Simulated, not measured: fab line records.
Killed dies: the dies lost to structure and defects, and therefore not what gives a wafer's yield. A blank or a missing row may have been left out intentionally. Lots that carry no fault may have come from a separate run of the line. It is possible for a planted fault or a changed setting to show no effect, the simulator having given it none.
Which tool is to blame? | flow nandHarc | 69 wafers from 23 lots sampled at 6 of the route's 1159 steps

## WHAT THE GAUGES SHOWED, per wafer
Not one reading of a measure or inspect step in the record can be checked against a usual standard deviation.

## TOOL THAT RAN EACH LOT (tool first, then ch and the chambers of the sampled wafers, then the start)
lot  | NHARC_A_CONTACT_ETCH_131           | NHARC_A_CONTACT_ETCH_133           | NHARC_A_CONTACT_ETCH_91           | NHARC_A_CONTACT_DESCUM_13         | NHARC_A_CONTACT_ALD_18             | NHARC_A_CONTACT_CVD_19
L074 | harCapEtch-02 ch 0,1, day 17 04:50 | harCapEtch-02 ch 0,1, day 17 05:13 | rieDiel-12 ch 0,1,2, day 17 05:53 | rieDiel-12 ch 0,1,2, day 17 09:12 | aldMetal-02 ch 0,1,2, day 17 12:45 | cvdW-02 ch 0,1, no start
L075 | harCapEtch-02 ch 0,1, day 17 09:38 | harCapEtch-02 ch 0,1, day 17 10:05 | rieDiel-02 ch 1,2,3, day 17 10:53 | rieDiel-02 ch 1,2,3, day 17 14:24 | aldMetal-03 ch 0,2,3, day 17 17:44 | cvdW-02 ch 0,1, no start
L076 | harCapEtch-01 ch 0,1, day 17 16:30 | harCapEtch-01 ch 0,1, day 17 16:49 | rieDiel-12 ch 0,1, day 17 17:20   | rieDiel-02 ch 1,2, day 17 20:49   | aldMetal-03 ch 0,1,3, day 18 00:19 | cvdW-01 ch 0,1, no start
L078 | harCapEtch-02 ch 0,1, day 17 18:50 | harCapEtch-02 ch 0,1, day 17 19:07 | rieDiel-12 ch 0,2,3, day 17 19:41 | rieDiel-01 ch 0,1,2, day 17 23:59 | aldMetal-02 ch 0,1,2, day 18 03:30 | cvdW-02 ch 0,1, no start
L079 | harCapEtch-03 ch 0, day 18 08:21   | harCapEtch-03 ch 0, day 18 08:38   | rieDiel-12 ch 1,3, day 18 09:12   | rieDiel-02 ch 2,3, day 18 12:49   | aldMetal-04 ch 0,2, day 18 17:42   | cvdW-02 ch 1, no start
L081 | harCapEtch-01 ch 0, day 18 10:59   | harCapEtch-01 ch 0, day 18 11:16   | rieDiel-01 ch 0,1,2, day 18 11:52 | rieDiel-02 ch 1,3, day 18 15:31   | aldMetal-03 ch 0,3, day 18 19:50   | cvdW-01 ch 0,1, no start
L082 | harCapEtch-03 ch 0, day 18 13:49   | harCapEtch-03 ch 0, day 18 14:07   | rieDiel-01 ch 0,1,3, day 18 14:40 | rieDiel-12 ch 2,3, day 18 18:48   | aldMetal-02 ch 1,2,3, day 18 22:26 | cvdW-02 ch 0,1, no start
L080 | harCapEtch-01 ch 0,1, day 18 16:17 | harCapEtch-01 ch 0,1, day 18 16:35 | rieDiel-12 ch 1,2, day 18 17:09   | rieDiel-02 ch 0,1,3, day 18 21:05 | aldMetal-03 ch 0,2, day 19 00:40   | cvdW-02 ch 0,1, no start
L084 | harCapEtch-01 ch 0,1, day 19 02:43 | harCapEtch-01 ch 0,1, day 19 03:00 | rieDiel-02 ch 0,1,2, day 19 03:34 | rieDiel-01 ch 1,2,3, day 19 08:55 | aldMetal-02 ch 0,2,3, day 19 12:44 | cvdW-01 ch 0,1, no start
L083 | harCapEtch-03 ch 0,1, day 19 03:38 | harCapEtch-03 ch 0,1, day 19 03:55 | rieDiel-01 ch 0,2,3, day 19 04:31 | rieDiel-02 ch 0,1,2, day 19 09:22 | aldMetal-03 ch 0,3, day 19 13:14   | cvdW-01 ch 0,1, no start
L086 | harCapEtch-02 ch 0,1, day 19 17:25 | harCapEtch-02 ch 0,1, day 19 17:42 | rieDiel-12 ch 0,1, day 19 18:16   | rieDiel-12 ch 1,2, day 20 00:11   | aldMetal-04 ch 0,3, day 20 04:13   | cvdW-01 ch 0,1, no start
L085 | harCapEtch-03 ch 0, day 19 17:48   | harCapEtch-03 ch 0, day 19 18:05   | rieDiel-02 ch 0,2, day 19 18:38   | rieDiel-01 ch 0,1, day 20 01:42   | aldMetal-02 ch 0,1, day 20 05:20   | cvdW-01 ch 1, no start
L088 | harCapEtch-01 ch 0,1, day 19 21:40 | harCapEtch-01 ch 0,1, day 19 21:56 | rieDiel-01 ch 0,1,2, day 19 22:31 | rieDiel-02 ch 0,2,3, day 20 02:49 | aldMetal-04 ch 0,1,2, day 20 06:32 | cvdW-02 ch 0,1, no start
L087 | harCapEtch-01 ch 0,1, day 20 03:03 | harCapEtch-01 ch 0,1, day 20 03:20 | rieDiel-01 ch 0,1,2, day 20 03:54 | rieDiel-12 ch 0,1,2, day 20 07:32 | aldMetal-02 ch 0,1,2, day 20 11:12 | cvdW-01 ch 0,1, no start
L089 | harCapEtch-01 ch 0,1, day 20 09:08 | harCapEtch-01 ch 0,1, day 20 09:27 | rieDiel-02 ch 1,2, day 20 09:59   | rieDiel-02 ch 0,1,3, day 20 15:47 | aldMetal-03 ch 0,3, day 20 19:01   | cvdW-02 ch 0, no start
L094 | harCapEtch-01 ch 0,1, day 21 00:34 | harCapEtch-01 ch 0,1, day 21 00:57 | rieDiel-01 ch 0,1,2, day 21 01:37 | rieDiel-12 ch 1,2,3, day 21 07:48 | aldMetal-04 ch 0,2,3, day 21 11:23 | cvdW-02 ch 0,1, no start
L090 | harCapEtch-02 ch 0,1, day 21 03:06 | harCapEtch-02 ch 0,1, day 21 03:26 | rieDiel-12 ch 0,1, day 21 03:54   | rieDiel-01 ch 0,1, day 21 10:52   | aldMetal-03 ch 2,3, day 21 14:30   | cvdW-01 ch 0,1, no start
L095 | harCapEtch-02 ch 0,1, day 21 06:54 | harCapEtch-02 ch 0,1, day 21 07:11 | rieDiel-02 ch 1,2, day 21 07:45   | rieDiel-02 ch 0,1,3, day 21 12:11 | aldMetal-04 ch 1,3, day 21 15:36   | cvdW-02 ch 0, no start
L092 | harCapEtch-03 ch 0,1, day 21 08:46 | harCapEtch-03 ch 0,1, day 21 09:06 | rieDiel-12 ch 0,1,2, day 21 09:37 | rieDiel-12 ch 1,2, day 21 15:31   | aldMetal-02 ch 1,2,3, day 21 19:02 | cvdW-01 ch 0,1, no start
L091 | harCapEtch-02 ch 0,1, day 21 14:47 | harCapEtch-02 ch 0,1, day 21 15:08 | rieDiel-02 ch 1,2, day 21 15:35   | rieDiel-02 ch 0,3, day 21 20:35   | aldMetal-02 ch 0,2,3, day 22 00:12 | cvdW-02 ch 0,1, no start
L093 | harCapEtch-03 ch 0,1, day 21 15:29 | harCapEtch-03 ch 0,1, day 21 15:54 | rieDiel-12 ch 0,1, day 21 16:30   | rieDiel-12 ch 0,1,3, day 21 22:46 | aldMetal-04 ch 1,2, day 22 02:14   | cvdW-01 ch 0,1, no start
L096 | harCapEtch-02 ch 0,1, day 21 20:14 | harCapEtch-02 ch 0,1, day 21 20:31 | rieDiel-12 ch 0,1,3, day 21 21:05 | rieDiel-02 ch 0,2,3, day 22 00:27 | aldMetal-02 ch 1,2,3, day 22 03:45 | cvdW-02 ch 0,1, no start
L097 | harCapEtch-01 ch 0,1, day 23 05:45 | harCapEtch-01 ch 0,1, day 23 06:09 | rieDiel-02 ch 0,1,3, day 23 06:46 | rieDiel-01 ch 1,2,3, day 23 12:25 | aldMetal-03 ch 0,2, day 23 15:49   | cvdW-02 ch 0,1, no start
- NHARC_A_CONTACT_ETCH_131: etches the open film in C4F8/O2/Ar, time 155 s, target depth 956 nm.
- NHARC_A_CONTACT_ETCH_133: etches the open film in C4F8/O2/Ar, time 195 s, target depth 840 nm.
- NHARC_A_CONTACT_ETCH_91: etches the open film in CH3F/O2, target depth 40 nm, time 85.7 s.
- NHARC_A_CONTACT_DESCUM_13: chemistry O2, time 3 s.
- NHARC_A_CONTACT_ALD_18: deposits TiN, target thk 3 nm, pulse time 1 s, ald cycles 150.
- NHARC_A_CONTACT_CVD_19: deposits W, target thk 300 nm, time 802 s.

## AS READ BY THE TOOLS THEMSELVES (means over the sampled wafers that have a number; for cases with no such wafer, the mark the record gives instead)
NHARC_A_CONTACT_ETCH_131.
lot  | tool          | chamberPressureMTorr (mTorr)
L074 | harCapEtch-02 | 19.992
L075 | harCapEtch-02 | 20.001
L076 | harCapEtch-01 | 19.995
L078 | harCapEtch-02 | 19.998
L079 | harCapEtch-03 | 19.989
L081 | harCapEtch-01 | 19.999
L082 | harCapEtch-03 | 19.993
L080 | harCapEtch-01 | 19.994
L084 | harCapEtch-01 | 19.978
L083 | harCapEtch-03 | 20.012
L086 | harCapEtch-02 | 19.997
L085 | harCapEtch-03 | 19.990
L088 | harCapEtch-01 | 20.010
L087 | harCapEtch-01 | 19.992
L089 | harCapEtch-01 | 20.011
L094 | harCapEtch-01 | 20.009
L090 | harCapEtch-02 | 19.989
L095 | harCapEtch-02 | 20.015
L092 | harCapEtch-03 | 19.983
L091 | harCapEtch-02 | 20.017
L093 | harCapEtch-03 | 20.017
L096 | harCapEtch-02 | 20.000
L097 | harCapEtch-01 | 20.007

NHARC_A_CONTACT_ETCH_133.
lot  | tool          | chamberPressureMTorr (mTorr)
L074 | harCapEtch-02 | 20.006
L075 | harCapEtch-02 | 19.995
L076 | harCapEtch-01 | 19.997
L078 | harCapEtch-02 | 20.006
L079 | harCapEtch-03 | 19.993
L081 | harCapEtch-01 | 20.003
L082 | harCapEtch-03 | 19.995
L080 | harCapEtch-01 | 19.990
L084 | harCapEtch-01 | 20.005
L083 | harCapEtch-03 | 20.000
L086 | harCapEtch-02 | 20.000
L085 | harCapEtch-03 | 19.990
L088 | harCapEtch-01 | 20.006
L087 | harCapEtch-01 | 19.997
L089 | harCapEtch-01 | 20.004
L094 | harCapEtch-01 | 20.000
L090 | harCapEtch-02 | 19.992
L095 | harCapEtch-02 | 20.009
L092 | harCapEtch-03 | 20.004
L091 | harCapEtch-02 | 19.982
L093 | harCapEtch-03 | 19.990
L096 | harCapEtch-02 | 19.985
L097 | harCapEtch-01 | 20.007

NHARC_A_CONTACT_ETCH_91.
lot  | tool       | chamberPressureMTorr (mTorr) | drypumpMotorCurrentA (A) | oesProductAu (a.u.) | rfVppV (V) | showerheadPlenumPTorr (Torr) | throttleValvePct (%)
L074 | rieDiel-12 | 24.983                       | 5.82                     | 1.00                | 243.7      | 2.39                         | 20.659
L075 | rieDiel-02 | 25.003                       | 6.10                     | 1.01                | 244.2      | 2.45                         | 20.661
L076 | rieDiel-12 | 24.995                       | 6.02                     | 0.93                | 243.0      | 2.40                         | 20.670
L078 | rieDiel-12 | 25.016                       | 5.97                     | 0.93                | 244.7      | 2.47                         | 20.661
L079 | rieDiel-12 | 24.988                       | 6.08                     | 0.98                | 245.1      | 2.47                         | 20.666
L081 | rieDiel-01 | 24.977                       | 5.83                     | 1.00                | 242.9      | 2.38                         | 20.652
L082 | rieDiel-01 | 24.989                       | 5.81                     | 0.93                | 244.8      | 2.48                         | 20.670
L080 | rieDiel-12 | 24.996                       | 5.71                     | 0.91                | 242.6      | 2.34                         | 20.667
L084 | rieDiel-02 | 24.998                       | 6.09                     | 0.94                | 245.2      | 2.46                         | 20.668
L083 | rieDiel-01 | 24.998                       | 5.68                     | 0.93                | 243.9      | 2.39                         | 20.669
L086 | rieDiel-12 | 24.981                       | 5.90                     | 1.00                | 242.8      | 2.35                         | 20.665
L085 | rieDiel-02 | 24.969                       | 6.02                     | 1.00                | 244.2      | 2.40                         | 20.661
L088 | rieDiel-01 | 24.998                       | 5.84                     | 1.00                | 243.9      | 2.37                         | 20.665
L087 | rieDiel-01 | 24.991                       | 5.83                     | 0.93                | 243.2      | 2.37                         | 20.665
L089 | rieDiel-02 | 25.012                       | 6.10                     | 0.94                | 243.5      | 2.44                         | 20.668
L094 | rieDiel-01 | 24.993                       | 5.84                     | 0.92                | 243.3      | 2.37                         | 20.663
L090 | rieDiel-12 | 25.011                       | 5.89                     | 0.92                | 243.3      | 2.34                         | 20.663
L095 | rieDiel-02 | 25.014                       | 6.11                     | 0.93                | 243.9      | 2.44                         | 20.658
L092 | rieDiel-12 | 24.990                       | 5.84                     | 0.92                | 243.1      | 2.38                         | 20.667
L091 | rieDiel-02 | 24.990                       | 6.11                     | 1.00                | 244.4      | 2.44                         | 20.670
L093 | rieDiel-12 | 25.012                       | 5.90                     | 0.92                | 243.0      | 2.34                         | 20.675
L096 | rieDiel-12 | 25.003                       | 6.03                     | 0.92                | 243.8      | 2.42                         | 20.663
L097 | rieDiel-02 | 25.017                       | 6.07                     | 0.92                | 243.6      | 2.45                         | 20.657

NHARC_A_CONTACT_DESCUM_13.
lot  | tool       | chamberPressureMTorr (mTorr) | drypumpMotorCurrentA (A) | oesProductAu (a.u.) | rfVppV (V) | showerheadPlenumPTorr (Torr) | throttleValvePct (%)
L074 | rieDiel-12 | 59.99                        | 5.83                     | 0.990               | 57.7       | 1.86                         | 11.314
L075 | rieDiel-02 | 59.97                        | 6.12                     | 1.006               | 57.5       | 1.90                         | 11.308
L076 | rieDiel-02 | 59.99                        | 6.15                     | 1.006               | 57.7       | 1.96                         | 11.312
L078 | rieDiel-01 | 59.98                        | 5.85                     | 0.998               | 57.6       | 1.85                         | 11.312
L079 | rieDiel-02 | 59.98                        | 6.03                     | 1.000               | 57.3       | 1.85                         | 11.323
L081 | rieDiel-02 | 59.98                        | 6.06                     | 1.002               | 57.2       | 1.90                         | 11.317
L082 | rieDiel-12 | 59.98                        | 5.77                     | 0.989               | 57.4       | 1.92                         | 11.301
L080 | rieDiel-02 | 60.02                        | 6.08                     | 0.992               | 58.0       | 1.91                         | 11.320
L084 | rieDiel-01 | 59.99                        | 5.79                     | 0.999               | 58.3       | 1.93                         | 11.311
L083 | rieDiel-02 | 59.96                        | 6.10                     | 1.002               | 58.3       | 1.92                         | 11.312
L086 | rieDiel-12 | 59.96                        | 5.73                     | 1.005               | 56.7       | 1.81                         | 11.309
L085 | rieDiel-01 | 60.01                        | 5.84                     | 1.003               | 57.3       | 1.84                         | 11.309
L088 | rieDiel-02 | 60.00                        | 6.01                     | 1.000               | 58.1       | 1.85                         | 11.318
L087 | rieDiel-12 | 59.98                        | 5.82                     | 0.991               | 58.2       | 1.85                         | 11.314
L089 | rieDiel-02 | 59.99                        | 6.08                     | 1.000               | 57.5       | 1.91                         | 11.310
L094 | rieDiel-12 | 60.02                        | 5.86                     | 0.992               | 57.5       | 1.88                         | 11.321
L090 | rieDiel-01 | 59.95                        | 5.83                     | 0.999               | 57.6       | 1.84                         | 11.316
L095 | rieDiel-02 | 60.02                        | 6.09                     | 1.001               | 57.7       | 1.91                         | 11.307
L092 | rieDiel-12 | 59.94                        | 5.72                     | 1.002               | 57.2       | 1.81                         | 11.317
L091 | rieDiel-02 | 59.98                        | 6.00                     | 0.998               | 58.3       | 1.87                         | 11.317
L093 | rieDiel-12 | 60.00                        | 6.04                     | 1.001               | 57.8       | 1.89                         | 11.310
L096 | rieDiel-02 | 60.00                        | 6.03                     | 0.996               | 57.5       | 1.85                         | 11.316
L097 | rieDiel-01 | 60.01                        | 5.75                     | 1.004               | 58.3       | 2.02                         | 11.311

NHARC_A_CONTACT_ALD_18.
lot  | tool        | heaterPowerW (W) | precursorPulseHeightRel
L074 | aldMetal-02 | 1106             | 0.988
L075 | aldMetal-03 | 1146             | 0.996
L076 | aldMetal-03 | 1175             | 1.019
L078 | aldMetal-02 | 1097             | 1.006
L079 | aldMetal-04 | 998              | 1.010
L081 | aldMetal-03 | 1077             | 1.019
L082 | aldMetal-02 | 1114             | 1.000
L080 | aldMetal-03 | 1046             | 1.018
L084 | aldMetal-02 | 1038             | 1.010
L083 | aldMetal-03 | 1082             | 1.019
L086 | aldMetal-04 | 1142             | 1.007
L085 | aldMetal-02 | 1101             | 1.018
L088 | aldMetal-04 | 993              | 1.002
L087 | aldMetal-02 | 1105             | 0.998
L089 | aldMetal-03 | 1090             | 0.995
L094 | aldMetal-04 | 1073             | 0.998
L090 | aldMetal-03 | 1308             | 1.007
L095 | aldMetal-04 | 1059             | 0.989
L092 | aldMetal-02 | 1117             | 1.014
L091 | aldMetal-02 | 1038             | 1.008
L093 | aldMetal-04 | 989              | 0.998
L096 | aldMetal-02 | 1110             | 1.001
L097 | aldMetal-03 | 1089             | 1.004

NHARC_A_CONTACT_CVD_19.
lot  | tool    | chamberPressureTorr (Torr) | heaterPowerW (W) | mfcWf6Sccm (sccm) | throttleValvePct (%)
L074 | cvdW-02 | 39.93                      | 466              | 39.95             | 7.8
L075 | cvdW-02 | 40.08                      | 459              | 40.13             | 7.6
L076 | cvdW-01 | 40.04                      | 445              | 40.07             | 7.5
L078 | cvdW-02 | 39.91                      | 444              | 40.03             | 8.0
L079 | cvdW-02 | 40.14                      | 427              | 39.94             | 8.1
L081 | cvdW-01 | 40.01                      | 440              | 40.06             | 7.8
L082 | cvdW-02 | 39.96                      | 446              | 40.17             | 7.9
L080 | cvdW-02 | 39.97                      | 444              | 40.03             | 7.9
L084 | cvdW-01 | 40.02                      | 449              | 39.96             | 7.7
L083 | cvdW-01 | 40.09                      | 444              | 40.06             | 7.7
L086 | cvdW-01 | 39.97                      | 445              | 40.06             | 7.6
L085 | cvdW-01 | 39.97                      | 445              | 39.88             | 7.6
L088 | cvdW-02 | 40.03                      | 466              | 39.96             | 7.8
L087 | cvdW-01 | 40.05                      | 450              | 39.86             | 7.7
L089 | cvdW-02 | 39.86                      | 486              | 39.89             | 7.6
L094 | cvdW-02 | 39.96                      | 456              | 39.91             | 8.1
L090 | cvdW-01 | 39.98                      | 465              | 39.96             | 7.4
L095 | cvdW-02 | 40.01                      | 489              | 39.96             | 7.5
L092 | cvdW-01 | 40.04                      | 461              | 39.97             | 7.5
L091 | cvdW-02 | 40.01                      | 475              | 40.12             | 7.8
L093 | cvdW-01 | 39.96                      | 462              | 40.06             | 7.6
L096 | cvdW-02 | 40.00                      | 459              | 39.83             | 7.8
L097 | cvdW-02 | 40.02                      | 453              | 40.03             | 8.0

## THE ANSWER, worked out from the rows above alone
Rule: the lots themselves supply what counts as usual. The widest of any qualifying gaps counts: lots, ordered by their means at a reading, are off when they make up no more than a third of the lots, leave a main group of 4 or more, and stand apart from it by 3 or more times the standard deviation of that group's means. A main group is skipped when, at the precision printed for the reading in the tables above, its means are all equal. Also off: a lot with no number at a reading for which 4 or more lots have one. All remaining lots with rows at the step are treated as sound. After the gauges, taken in route order, come the tools' own readings; for these a lot's mean is taken, as printed above. The first step at which some lot is off is used, and at that step the reading that is off furthest; a lot without a number counts as furthest.
None of the lots is off at any reading shown; this tells nothing.

## WHAT THE SIMULATOR PUT IN
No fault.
